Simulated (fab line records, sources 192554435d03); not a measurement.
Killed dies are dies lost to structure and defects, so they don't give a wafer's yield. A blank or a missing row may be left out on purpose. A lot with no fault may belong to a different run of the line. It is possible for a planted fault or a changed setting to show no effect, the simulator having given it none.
Code-filled problem report in 8D (eight disciplines) form    flow n5Finfet    the parts of the form that need people (team, actions taken, sign-off) are left out

== 1. PROBLEM STATEMENT ==
susceptorTempC at N5_BEOL_M1_ALD_98 reads a mean of 102.10 C on 6 wafers of 2 lots; wafers without a fault read 100.01 C with a standard deviation of 0.14. Measured from the usual mean, that is +15 standard deviations.
The step: deposits SiO2, target thk 2.5 nm, pulse time 1 s, co reactant pulse time 1 s.
First seen on wafer L721.2, day 9 11:22, on aldSin-01. At this step, 27 wafers from 9 lots have a number in the record. By rule, "out" or "out of limits" means more than 4 standard deviations away from the usual mean. The rest of the wafers with a number are treated as sound.

== 2. WHAT IT IS AND WHAT IT IS NOT ==
question                     is                      is not
which readings at this step  susceptorTempC          heaterPowerW
which lots                   L721, L722              L707, L712, L716, L719, L720, L728, L730
which wafers of those lots   all that have a number  -
read on which tools          aldSin-01               aldSin-02
when                         from day 9 11:22        up to then (15 sound wafers); but 6 sound wafers of L728, L730 came after

== 3. WHAT RULES OUT EACH SUSPECT ==
Counting: a tool stays on the suspect list if, at a process step up to the reading, it processed all lots that are out and no sound lot following the first of them.
- rieDiel-05 at N5_BEOL_M1_STRIP_19 (strips in O2): ruled out as a lasting fault. After its first lot that is out, L721 (day 9 10:27), sound lots L730 ran on it.
- aldSin-01 at N5_BEOL_M1_ALD_98 (deposits SiO2, target thk 2.5 nm, pulse time 1 s, co reactant pulse time 1 s): kept. Every lot that is out went through it, starting with L721 (day 9 11:22), and after that it ran no sound lot; the last sound lot it ran before then is L719 (day 9 04:16). Its own readings are out on those wafers: susceptorTempC.
After counting, what remains is aldSin-01 at N5_BEOL_M1_ALD_98.

== 4. THE CAUSE (what the simulator had put in) ==
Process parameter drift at N5_BEOL_M1_ALD_98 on aldSin-01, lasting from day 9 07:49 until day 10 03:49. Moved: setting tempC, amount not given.
This tool alone remained once counting was done.

== 5. THE EFFECT CHAIN, in route order ==
One row per reading whose mean, taken over the struck wafers that have a number, lies over 3 standard deviations from the usual. Only readings for which the record gives a usual standard deviation are gone through. hours: the time from each lot's start at the first step in this table that gives one to its start at this step, as a median over the lots. sigmas: the change in usual standard deviations.
hours  step               reading         usual     on struck wafers  change  sigmas
0      N5_BEOL_M1_ALD_98  susceptorTempC  100.01 C  102.10            +2.09   +15
Here are the process steps it includes:
- N5_BEOL_M1_ALD_98: deposits SiO2, target thk 2.5 nm, pulse time 1 s, co reactant pulse time 1 s.
Later steps that measure or inspect, where all struck wafers having a row at the step show a number for every such reading and not one has moved that far: N5_BEOL_M4_RC_MEAS_101.

== 6. HOW IT WOULD HAVE BEEN CAUGHT EARLIER ==
The fault began at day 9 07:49; the first out-of-limits reading in this record came at day 9 11:22, 4 hours later.
